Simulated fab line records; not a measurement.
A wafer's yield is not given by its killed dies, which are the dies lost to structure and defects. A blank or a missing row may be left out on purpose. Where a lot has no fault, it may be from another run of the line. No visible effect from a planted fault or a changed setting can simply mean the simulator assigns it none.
fab line records -- flow nand_harc
[record] lots = 12, wafers = 36, last_day = 33
route steps=1302 shown A_CONTACT@1028 END@1302
lots untouched by any fault: they come from a run of this same line in which no faults occurred
start_h: hours from the record's first day to the start of the lot's first wafer shown -- wait_h: how many hours have passed since the lot's step before this one -- " unchanged from the row above -- L1.1+2: a single row standing in for several wafers -- - no value, or no start given -- * or withheld: withheld -- < > ~ a bound
route shown NAME@n: names a module that has steps shown in the file, with the first one's number in the route -- usual: mean/standard deviation of fault-free wafers -- same: alike in all rows -- chamber/n: place in a boat -- sites: each site's reading -- _std_site: how widely they spread, as a standard deviation -- _edge_site: outer sites' mean less inner sites' -- radius_mm: how far each site lies from the wafer's centre -- mask NAME#n: copy n -- behind: the last tool/chamber to shape the wafer -- hold: what put the lot on hold/how long, in hours/how the hold closed -- device: whichever transistor did not switch (one of n, p or np) -- end of line: the route-end tests of the same wafers -- step lacking rows: just its recipe -- killed: dies lost to structure and defects at the first sort, not the wafer's yield -- map: per-die view of a wafer (x killed, . not killed, _ where there is no die)
set.NAME: the setting that was run; set.NAME@STEP: the one run at that earlier step -- model.NAME: the simulator's own value behind a step, which no gauge read
a sample of lots followed through the steps of the route, with each step as a table and each wafer as a row
services: a tool's chamber out of use, with start hour (start_h, from the record's first day; less than 0 if before it), hours out, and reason
[[steps]]
[step NHARC_A_CONTACT_DEP_58]
[recipe] target_thk_a = 900, target_thk_nm = 90, temp_c = 400, pressure_torr = 3.5, flow_sccm = 200, rf_w = 350, material = SiON
[usual] heater_power_w = 702/64
lot.wafer,tool,chamber,start_h,wait_h,heater_power_w
L738.2,pecvd-03,1,478.08,2.2,539
L738.1,pecvd-03,0,478.08,2.2,829
L738.4,pecvd-03,1,478.08,2.2,547
L742.1,pecvd-03,2,546.94,2.7,755
L742.2,pecvd-03,0,546.94,2.7,854
L742.6,pecvd-03,2,546.94,2.7,767
L743.1,pecvd-04,0,550.41,2.7,722
L743.4,pecvd-04,0,550.41,2.7,716
L743.6,pecvd-04,1,550.41,2.7,765
L745.2,pecvd-01,1,566.73,2.2,709
L745.3,pecvd-01,2,566.73,2.2,648
L745.4,pecvd-01,2,566.73,2.2,661
L747.3,pecvd-01,1,583.50,1.7,676
L747.4,pecvd-01,1,583.50,1.7,688
L747.6,pecvd-01,0,583.50,1.7,707
L749.3,pecvd-01,0,596.42,1.6,727
L749.1,pecvd-01,1,596.42,1.6,702
L749.4,pecvd-01,1,596.42,1.6,690
L748.1,pecvd-01,2,598.17,2.8,637
L748.6,pecvd-01,1,598.17,2.8,710
L748.5,pecvd-01,2,598.17,2.8,641
L752.1,pecvd-04,1,652.29,2.7,714
L752.5,pecvd-04,0,652.29,2.7,641
L752.4,pecvd-04,1,652.29,2.7,690
L757.1,pecvd-03,2,690.00,2.7,737
L757.2,pecvd-03,0,690.00,2.7,818
L757.5,pecvd-03,1,690.00,2.7,650
L759.2,pecvd-03,0,710.92,2.2,761
L759.4,pecvd-03,2,710.92,2.2,688
L759.5,pecvd-03,0,710.92,2.2,802
L760.2,pecvd-01,1,713.23,2.2,719
L760.4,pecvd-01,2,713.23,2.2,674
L760.6,pecvd-01,1,713.23,2.2,718
L761.2,pecvd-01,2,717.70,2.2,640
L761.4,pecvd-01,0,717.70,2.2,608
L761.6,pecvd-01,2,717.70,2.2,662
[step NHARC_A_CONTACT_ETCH_77]
[recipe] target_depth_a = 1089, time_s = 54.5, cf4_flow_sccm = 100, chf3_flow_sccm = 30, ar_flow_sccm = 0, rf_w = 500, bias_w = 200, chemistry = CF4/CHF3
[usual] bias_w = 200.0/0.6, cf4_flow_sccm = 100.0/0.31, drypump_motor_current_A = 5.6/0.37, oes_product_au = 0.937/0.021, rf_vpp_V = 370.3/2.4, showerhead_plenum_p_Torr = 1.56/0.063, throttle_valve_pct = 16.803/0.0095
lot.wafer,tool,chamber,start_h,wait_h,bias_w,cf4_flow_sccm,drypump_motor_current_A,oes_product_au,rf_hours_counter_h,rf_vpp_V,showerhead_plenum_p_Torr,throttle_valve_pct
L738.1,rie_diel-04,2,-,-,199.8,99.6,5.4,0.941,36,371.2,1.59,16.781
L738.4,rie_diel-04,0,-,-,200.6,99.9,5.4,0.934,39,369.2,1.54,16.817
L738.2,rie_diel-04,1,-,-,199.7,100.0,5.8,0.928,36,370.9,1.60,16.795
L742.1,rie_diel-07,3,-,-,200.2,100.4,5.3,0.926,11,370.9,1.56,16.812
L742.2,rie_diel-07,1,-,-,199.2,99.6,5.3,0.931,9,368.4,1.53,16.807
L742.6,rie_diel-07,3,-,-,199.4,100.7,5.3,0.930,-,368.7,1.56,16.792
L743.4,rie_diel-07,3,-,-,200.0,100.2,5.3,0.928,12,369.8,1.56,16.803
L743.1,rie_diel-07,0,-,-,201.1,100.1,5.8,0.914,10,367.2,1.50,16.806
L743.6,rie_diel-07,2,-,-,199.4,100.2,5.3,0.929,-,369.3,1.58,16.802
L745.2,rie_diel-01,3,-,-,200.3,99.6,6.5,0.959,0,367.0,1.48,16.808
L745.4,rie_diel-01,0,-,-,199.9,100.1,5.8,0.951,0,374.2,1.70,16.795
L745.3,rie_diel-01,1,-,-,200.2,99.8,5.2,0.965,0,367.5,1.47,16.786
L747.4,rie_diel-07,0,-,-,199.2,99.8,5.8,0.917,15,368.7,1.50,16.806
L747.3,rie_diel-07,1,-,-,200.1,99.8,5.4,0.929,15,368.8,1.53,16.797
L747.6,rie_diel-07,1,-,-,200.0,99.6,5.4,0.927,-,369.2,1.53,16.802
L749.3,rie_diel-07,1,-,-,199.7,100.4,5.3,0.921,17,370.0,1.53,16.803
L749.1,rie_diel-07,2,-,-,200.2,99.8,5.2,0.928,19,370.3,1.58,16.794
L749.4,rie_diel-07,0,-,-,200.9,99.7,5.8,0.921,19,367.7,1.50,16.795
L748.1,rie_diel-04,1,-,-,199.4,100.2,5.8,0.918,22,372.9,1.59,16.815
L748.6,rie_diel-04,1,-,-,199.1,100.2,5.8,0.912,-,371.4,1.59,16.812
L748.5,rie_diel-04,0,-,-,200.7,100.0,5.4,0.919,-,368.3,1.53,16.810
L752.1,rie_diel-01,3,-,-,200.3,99.7,6.5,0.922,27,366.8,1.48,16.804
L752.5,rie_diel-01,1,-,-,200.1,99.7,5.2,0.914,-,366.7,1.46,16.792
L752.4,rie_diel-01,2,-,-,199.1,99.9,5.5,0.913,-,370.5,1.59,16.809
L757.1,rie_diel-07,1,-,-,200.1,100.1,5.4,0.970,4,369.0,1.52,16.791
L757.2,rie_diel-07,3,-,-,198.3,100.0,5.3,0.984,4,371.5,1.56,16.811
L757.5,rie_diel-07,2,-,-,200.9,100.1,5.3,0.969,-,372.2,1.57,16.799
L759.2,rie_diel-07,3,-,-,200.2,99.6,5.3,0.946,9,370.0,1.56,16.796
L759.4,rie_diel-07,0,-,-,199.9,99.9,5.8,0.936,9,369.5,1.50,16.800
L759.5,rie_diel-07,3,-,-,200.2,99.4,5.3,0.929,-,371.6,1.56,16.814
L760.2,rie_diel-01,2,715.76,1.2,200.1,100.5,5.5,0.936,44,372.5,1.58,16.807
L760.6,rie_diel-01,0,715.76,1.2,199.2,99.7,5.8,0.932,-,374.0,1.69,16.790
L760.4,rie_diel-01,2,715.76,1.2,200.3,100.4,5.5,0.941,-,370.9,1.58,16.807
L761.2,rie_diel-07,1,-,-,201.0,99.8,5.3,0.921,9,368.2,1.52,16.807
L761.4,rie_diel-07,2,-,-,200.2,99.9,5.3,0.930,9,370.1,1.57,16.807
L761.6,rie_diel-07,2,-,-,200.6,100.3,5.3,0.930,-,369.4,1.57,16.800
[step NHARC_A_CONTACT_ETCH_125]
[recipe] source_w = withheld, pressure_mtorr = 20, bias_v = 3000, time_s = 197, target_depth_a = 19180, ar_flow_sccm = withheld, c4f8_flow_sccm = withheld, o2_flow_sccm = withheld, chemistry = C4F8/O2/Ar
[usual] chamber_pressure_mTorr = 20.000/0.018, oes_air_line_au = 1.005/0.019
lot.wafer,tool,chamber,start_h,wait_h,chamber_pressure_mTorr,oes_air_line_au,rf_hours_counter_h
L738.1,har_cap_etch-01,1,480.77,0.2,20.018,0.989,127
L738.2,har_cap_etch-01,0,480.77,0.2,19.994,0.990,127
L738.4,har_cap_etch-01,0,480.77,0.2,19.973,1.042,-
L742.2,har_cap_etch-03,1,549.43,0.2,20.004,1.035,53
L742.1,har_cap_etch-03,0,549.43,0.2,20.001,1.011,53
L742.6,har_cap_etch-03,1,549.43,0.2,19.985,1.030,-
L743.1,har_cap_etch-01,0,552.94,0.2,20.010,1.040,5
L743.4,har_cap_etch-01,0,552.94,0.2,19.998,1.004,-
L743.6,har_cap_etch-01,1,552.94,0.2,19.993,0.993,-
L745.2,har_cap_etch-01,1,569.28,0.2,20.004,1.011,8
L745.4,har_cap_etch-01,0,569.28,0.2,19.991,0.989,-
L745.3,har_cap_etch-01,1,569.28,0.2,20.027,1.007,-
L747.4,har_cap_etch-02,1,586.22,0.2,19.967,1.035,-
L747.3,har_cap_etch-02,0,586.22,0.2,20.013,0.962,-
L747.6,har_cap_etch-02,0,586.22,0.2,19.996,1.011,-
L749.1,har_cap_etch-01,1,598.95,0.2,20.018,0.998,15
L749.4,har_cap_etch-01,1,598.95,0.2,20.001,0.997,-
L749.3,har_cap_etch-01,0,598.95,0.2,19.968,1.004,-
L748.1,har_cap_etch-03,0,600.96,0.2,19.998,1.000,63
L748.5,har_cap_etch-03,1,600.96,0.2,20.024,0.994,-
L748.6,har_cap_etch-03,0,600.96,0.2,19.988,0.989,-
L752.1,har_cap_etch-01,0,655.26,0.2,20.005,0.991,23
L752.4,har_cap_etch-01,0,655.26,0.2,19.990,0.998,-
L752.5,har_cap_etch-01,1,655.26,0.2,19.999,1.021,-
L757.1,har_cap_etch-01,1,692.62,0.2,19.981,1.032,30
L757.2,har_cap_etch-01,0,692.62,0.2,19.993,1.010,30
L757.5,har_cap_etch-01,0,692.62,0.2,19.988,1.007,-
L759.2,har_cap_etch-02,1,713.40,0.2,20.010,1.018,124
L759.4,har_cap_etch-02,0,713.40,0.2,20.025,1.036,-
L759.5,har_cap_etch-02,0,713.40,0.2,20.020,1.028,-
L760.2,har_cap_etch-03,1,717.35,0.2,19.992,1.025,85
L760.4,har_cap_etch-03,0,717.35,0.2,19.994,0.969,-
L760.6,har_cap_etch-03,0,717.35,0.2,19.981,0.998,-
L761.2,har_cap_etch-01,1,720.19,0.2,20.035,0.983,36
L761.4,har_cap_etch-01,1,720.19,0.2,20.012,0.989,-
L761.6,har_cap_etch-01,1,720.19,0.2,19.987,1.007,-
[step NHARC_A_CONTACT_ETCH_129]
[recipe] source_w = withheld, pressure_mtorr = 20, bias_v = 3000, time_s = 197, target_depth_a = 19180, ar_flow_sccm = withheld, c4f8_flow_sccm = withheld, o2_flow_sccm = withheld, chemistry = C4F8/O2/Ar
[usual] chamber_pressure_mTorr = 20.000/0.019, oes_air_line_au = 1.000/0.021
lot.wafer,tool,chamber,start_h,wait_h,chamber_pressure_mTorr,oes_air_line_au,rf_hours_counter_h
L738.1,har_cap_etch-01,1,481.48,0.1,19.984,0.982,128
L738.2,har_cap_etch-01,0,481.48,0.1,20.036,1.006,128
L738.4,har_cap_etch-01,0,481.48,0.1,19.989,1.055,-
L742.2,har_cap_etch-03,1,550.13,0.1,20.018,0.965,53
L742.1,har_cap_etch-03,0,550.13,0.1,20.039,0.964,53
L742.6,har_cap_etch-03,1,550.13,0.1,19.982,0.963,-
L743.1,har_cap_etch-01,0,553.65,0.1,19.973,0.988,6
L743.4,har_cap_etch-01,0,553.65,0.1,20.040,1.001,-
L743.6,har_cap_etch-01,1,553.65,0.1,19.991,0.990,-
L745.2,har_cap_etch-01,1,569.98,0.1,20.013,0.987,9
L745.4,har_cap_etch-01,0,569.98,0.1,20.017,1.019,-
L745.3,har_cap_etch-01,1,569.98,0.1,20.002,0.997,-
L747.4,har_cap_etch-02,1,586.93,0.1,19.974,0.986,-
L747.3,har_cap_etch-02,0,586.93,0.1,20.002,1.002,-
L747.6,har_cap_etch-02,0,586.93,0.1,19.989,1.017,-
L749.1,har_cap_etch-01,1,599.66,0.2,-,-,-
L749.4,har_cap_etch-01,1,599.66,0.2,-,-,-
L749.3,har_cap_etch-01,0,599.66,0.2,-,-,-
L748.1,har_cap_etch-03,0,601.66,0.1,-,-,-
L748.5,har_cap_etch-03,1,601.66,0.1,-,-,-
L748.6,har_cap_etch-03,0,601.66,0.1,-,-,-
L752.1,har_cap_etch-01,0,655.97,0.1,20.003,0.964,23
L752.4,har_cap_etch-01,0,655.97,0.1,20.000,0.961,-
L752.5,har_cap_etch-01,1,655.97,0.1,19.971,1.030,-
L757.1,har_cap_etch-01,1,693.33,0.1,20.021,0.978,31
L757.2,har_cap_etch-01,0,693.33,0.1,20.015,0.975,31
L757.5,har_cap_etch-01,0,693.33,0.1,20.002,1.020,-
L759.2,har_cap_etch-02,1,714.12,0.1,19.987,0.974,125
L759.4,har_cap_etch-02,0,714.12,0.1,19.997,1.021,-
L759.5,har_cap_etch-02,0,714.12,0.1,19.990,1.005,-
L760.2,har_cap_etch-03,1,718.06,0.1,20.003,1.010,86
L760.4,har_cap_etch-03,0,718.06,0.1,19.991,1.028,-
L760.6,har_cap_etch-03,0,718.06,0.1,20.003,0.998,-
L761.2,har_cap_etch-01,1,720.90,0.1,19.991,0.998,36
L761.4,har_cap_etch-01,1,720.90,0.1,20.021,0.971,-
L761.6,har_cap_etch-01,1,720.90,0.1,19.984,1.026,-
[step NHARC_END_SORT_01]
[recipe] temp_c = 25
[usual] killed_at_array = 56/20, killed_at_other = 1/1.3, killed_at_periphery = 3.5/2.7, killed_dies = 60/20, killed_open = 3.3/1.6, killed_short = 2.4/1.5
[same] gross_dies = 677
lot.wafer,tool,chamber,start_h,wait_h,killed_at_array,killed_at_other,killed_at_periphery,killed_dies,killed_open,killed_short
L749.1,prober-01,0,655.20,2.5,676,0,1,677,2,3
L749.3,prober-01,0,656.82,3.1,676,0,1,677,1,3
L749.4,prober-01,0,657.63,3.4,674,0,3,677,4,4
L748.1,prober-02,0,655.26,2.5,674,2,1,677,6,2
L748.5,prober-02,0,658.48,3.7,666,5,6,677,5,2
L748.6,prober-02,0,659.29,4.0,675,0,2,677,4,2
// killed by level:class
L749.1 A_CONTACT:area_etch=609 A_CHANNEL_HOLE_D1:chamber_film_flake=35 A_CHANNEL_HOLE_D2:chamber_film_flake=17 A_STAIRCASE:chamber_film_flake=6 A_CHANNEL_FILL_D1:geometric_particle:short=2 A_SLIT:chamber_film_flake=2 A_CHANNEL_FILL_D1:geometric_particle:open=1 A_CHANNEL_HOLE_D2:geometric_particle:open=1
L748.1 A_CONTACT:area_etch=622 A_SLIT:chamber_film_flake=35 A_CHANNEL_HOLE_D2:chamber_film_flake=4 A_CHANNEL_HOLE_D1:chamber_film_flake=2 A_CHANNEL_HOLE_D2:unspecified=2 A_ONON_D1:geometric_particle:open=1 A_CHANNEL_FILL_D1:geometric_particle:open=1 A_CHANNEL_FILL_D1:geometric_particle:short=1
L749.3 A_CONTACT:area_etch=636 A_CHANNEL_HOLE_D1:chamber_film_flake=16 A_CHANNEL_HOLE_D2:chamber_film_flake=13 A_STAIRCASE:chamber_film_flake=5 A_CONTACT:chamber_film_flake=3 A_ONON_D1:geometric_particle:short=2 P_M0:geometric_particle:open=1 A_WL_FILL:geometric_particle:short=1
L749.4 A_CONTACT:area_etch=612 A_CHANNEL_HOLE_D1:chamber_film_flake=29 A_CHANNEL_HOLE_D2:chamber_film_flake=21 A_CHANNEL_FILL_D1:geometric_particle:open=2 P_GATE:chamber_film_flake=2 A_CHANNEL_FILL_D2:chamber_film_flake=2 A_SLIT:chamber_film_flake=2 P_M1:geometric_particle:short=1
L748.5 A_CONTACT:area_etch=608 A_SLIT:chamber_film_flake=31 A_CHANNEL_HOLE_D2:chamber_film_flake=6 A_DECK1_JOINT:chamber_film_flake=4 A_CONTACT:chamber_film_flake=4 THIN_TSV:chamber_film_flake=4 A_CHANNEL_HOLE_D1:chamber_film_flake=3 P_M0:geometric_particle:open=2
L748.6 A_CONTACT:area_etch=633 A_SLIT:chamber_film_flake=27 A_CHANNEL_HOLE_D1:chamber_film_flake=4 A_WL_FILL:geometric_particle:open=2 A_ZERO_WELL:chamber_film_flake=2 P_M0:geometric_particle:open=1 A_CHANNEL_FILL_D1:geometric_particle:open=1 A_CHANNEL_FILL_D1:geometric_particle:short=1
[[services]]
tool,chamber,start_h,hours,kind
pecvd-04,-,454.78,0.3,repair
rie_diel-04,0,460.20,10.4,repair
rie_diel-07,-,471.29,9.0,pm
pecvd-01,-,492.36,13.0,pm
har_cap_etch-01,-,497.00,17.0,pm
har_cap_etch-03,-,514.70,3.3,repair
pecvd-04,-,528.77,0.5,repair
rie_diel-04,-,532.73,9.0,pm
pecvd-03,-,547.09,13.0,pm
rie_diel-01,-,558.05,9.0,pm
rie_diel-04,2,567.01,34.5,repair
pecvd-04,-,570.54,0.8,repair
pecvd-04,0,624.45,11.9,repair
rie_diel-04,3,630.97,5.3,repair
pecvd-04,-,631.25,13.0,pm
rie_diel-07,3,631.26,12.1,repair
rie_diel-07,-,648.29,9.0,pm
rie_diel-01,0,649.19,9.2,repair
rie_diel-01,2,669.02,1.4,repair
pecvd-01,-,673.36,13.0,pm
rie_diel-01,3,684.43,65.4,repair
pecvd-04,-,691.37,2.5,repair
rie_diel-01,1,694.54,20.5,repair
rie_diel-04,-,710.34,9.0,pm
[[key]]
[first_sign] step = NHARC_A_CONTACT_ETCH_129, reading = tool_record, direction = missing
[effect] step = NHARC_END_SORT_01, reading = killed_at_array, direction = up, sigmas = 31, usual = 56, struck = 674
[more_kills_born_at] NHARC_A_CONTACT_ETCH_129@har_cap_etch-03 = 1863, NHARC_A_CONTACT_ETCH_129@har_cap_etch-01 = 1857
met_at NHARC_A_CONTACT_ETCH_129
struck_lots L748,L749
later_rows_left_out L748.1,L748.5,L748.6,L749.1,L749.3,L749.4
tester_left_out L748,L749
not_acting_at NHARC_A_CONTACT_DEP_58,NHARC_A_CONTACT_ETCH_77,NHARC_A_CONTACT_ETCH_125
onset_between 569.98 599.66
[fault] kind = skipped_step_whole, tool = har_cap_etch-01,har_cap_etch-03, chamber = -, onset_h = 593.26, steps = NHARC_A_CONTACT_ETCH_129, scope = struck_lots_only
// tester_left_out: of these lots the tester's yield and bins aren't shown, on N5 and GAA mostly nor the transistor test; their killed dies are dies lost to structure and defects alone, not to doping, threshold or leakage, so they don't give the yield
// later_rows_left_out: the simulator's readings of these wafers behind a module that went badly wrong aren't trusted and aren't shown, but for the sort
